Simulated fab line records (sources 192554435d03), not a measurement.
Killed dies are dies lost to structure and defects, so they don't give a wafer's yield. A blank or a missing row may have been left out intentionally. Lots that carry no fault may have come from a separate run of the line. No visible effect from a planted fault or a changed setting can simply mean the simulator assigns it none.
Problem report, 8D (eight disciplines) form, completed by code    flow n5_finfet    the parts of the form that need people (team, actions taken, sign-off) are left out

## 1. THE ISSUE
exposure_dose_mJ_cm2 at N5_DUMMY_GATE_EXPOSE_12 reads a mean of 33.41 on 6 wafers of 2 lots; wafers without a fault read 33.94 with a standard deviation of 0.044. That is -12 standard deviations from the usual mean.
The step: exposes mask GATE, target cd 25 nm.
Earliest sighting: wafer L636.2 on euv_scanner-02 at day 6 05:41. Wafers with a number at this step in the record: 27, from 9 lots. Rule for "out" (also "out of limits"): further than 4 standard deviations from the usual mean. The rest of the wafers with a number are treated as sound.

## 2. WHAT IT IS AND WHAT IT IS NOT
question                     is                      is not
which readings at this step  exposure_dose_mJ_cm2    reticle_temp_C
which lots                   L636, L637              L623, L625, L626, L627, L638, L639, L640
which wafers of those lots   all that have a number  -
read on which tools          euv_scanner-02          euv_scanner-01
when                         from day 6 05:41        up to then (12 sound wafers); but 9 sound wafers of L638, L639, L640 came after

## 3. WHAT RULES OUT EACH SUSPECT
Counting: a tool at any process step up to the reading remains a suspect when it ran all the lots that are out and ran no sound lot after the first of those.
- rie_si-02 at N5_STI_FIN_REVEAL_ETCH_34 (etches Si in H2, material Si, target depth 0.97 nm): kept. Every lot that is out went through it, starting with L636 (day 5 20:31), and after that it ran no sound lot; the last sound lot it ran before then is L623 (day 2 12:36).
- euv_scanner-02 at N5_DUMMY_GATE_EXPOSE_12 (exposes mask GATE, target cd 25 nm): kept. Every lot that is out went through it, starting with L636 (day 6 05:41), and after that it ran no sound lot; the last sound lot it ran before then is L627 (day 3 20:28). On those wafers its own readings are out: exposure_dose_mJ_cm2.
Remaining after the count are rie_si-02 at N5_STI_FIN_REVEAL_ETCH_34 and euv_scanner-02 at N5_DUMMY_GATE_EXPOSE_12.

## 4. THE CAUSE (what the simulator had put in)
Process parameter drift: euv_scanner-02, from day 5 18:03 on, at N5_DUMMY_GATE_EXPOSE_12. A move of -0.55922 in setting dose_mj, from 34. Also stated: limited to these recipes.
Of the 2 suspects that counting leaves, this tool is one.

## 5. THE CHAIN OF EFFECTS, in route order
Each row: a reading where the mean over the struck wafers with a number is more than 3 standard deviations away from the usual. Readings are gone through only where the record gives a usual standard deviation; hours: the median, over the lots, of the time from a lot's start at the first step in this table giving one to that lot's start at this step; sigmas: the change measured in usual standard deviations.
hours  step                     reading               usual  on struck wafers  change  sigmas
0      N5_DUMMY_GATE_EXPOSE_12  exposure_dose_mJ_cm2  33.94  33.41             -0.53   -12
The process steps in it:
- N5_DUMMY_GATE_EXPOSE_12: exposes mask GATE, target cd 25 nm.
Later measuring or inspecting steps at which every struck wafer that the step has a row for has a number for every such reading, and none has moved that far: N5_DUMMY_GATE_INSPECT_17, N5_BEOL_M4_RC_MEAS_101.

## 6. HOW IT WOULD HAVE BEEN CAUGHT EARLIER
In this record no reading fell out of limits until day 6 05:41, 12 hours after the fault had begun at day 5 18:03.
